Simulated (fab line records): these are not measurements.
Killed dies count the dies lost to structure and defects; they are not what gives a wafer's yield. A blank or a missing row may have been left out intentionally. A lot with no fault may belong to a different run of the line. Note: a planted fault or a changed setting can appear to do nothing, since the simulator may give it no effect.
Matching of chambers | flow n5_finfet | N5_BEOL_M3_STRIP_19 on rie_diel-04 has 4 sister chambers
The step strips in O2. 8 wafers are shown with their chamber, then 10 later ones without.

WAFERS, EACH WITH ITS CHAMBER
wafer  | chamber | showerhead_plenum_p_Torr (Torr) | drypump_motor_current_A (A)
L084.1 | 2       | 2.22                            | 4.7
L086.1 | 1       | 2.13                            | 5.1
L086.4 | 3       | 1.99                            | 5.9
L090.1 | 3       | 1.99                            | 5.9
L090.3 | 0       | 2.06                            | 5.4
L090.4 | 2       | 2.21                            | 4.8
L091.1 | 0       | 2.06                            | 5.4
L091.2 | 1       | 2.13                            | 5.1

WAFERS WITH NO CHAMBER GIVEN
wafer  | showerhead_plenum_p_Torr (Torr) | drypump_motor_current_A (A)
L091.6 | 2.13                            | 5.1
L092.1 | 2.21                            | 4.7
L092.2 | 1.99                            | 5.9
L092.4 | 2.13                            | 5.1
L094.3 | 2.21                            | 4.7
L094.4 | 2.12                            | 5.1
L094.5 | 1.99                            | 5.9
L096.1 | 2.21                            | 4.7
L096.2 | 2.05                            | 5.4
L096.5 | 1.99                            | 5.9

WHICH CHAMBER EACH WENT THROUGH
wafer  | from the rows above | in truth
L091.6 | 1                   | 1
L092.1 | 2                   | 2
L092.2 | 3                   | 3
L092.4 | 1                   | 1
L094.3 | 2                   | 2
L094.4 | 1                   | 1
L094.5 | 3                   | 3
L096.1 | 2                   | 2
L096.2 | 0                   | 0
L096.5 | 3                   | 3
Placed correctly: 10 of 10. Can't be placed from these rows: 0. Number placed wrongly: 0.
How it was worked out, from the rows above alone: a wafer's distance from a chamber is the root of the sum, over the readings, of the square of ((its reading less the chamber's mean) divided by the reading's scatter). If the next closest chamber is less than 2 further off than the closest, the wafer can't be placed; otherwise it belongs to the closest. A chamber's mean is the mean of its shown wafers. How the scatter is found: for the shown wafers, subtract from each reading the mean of its chamber, square and add these, divide the total by (wafers less chambers), then take the root.
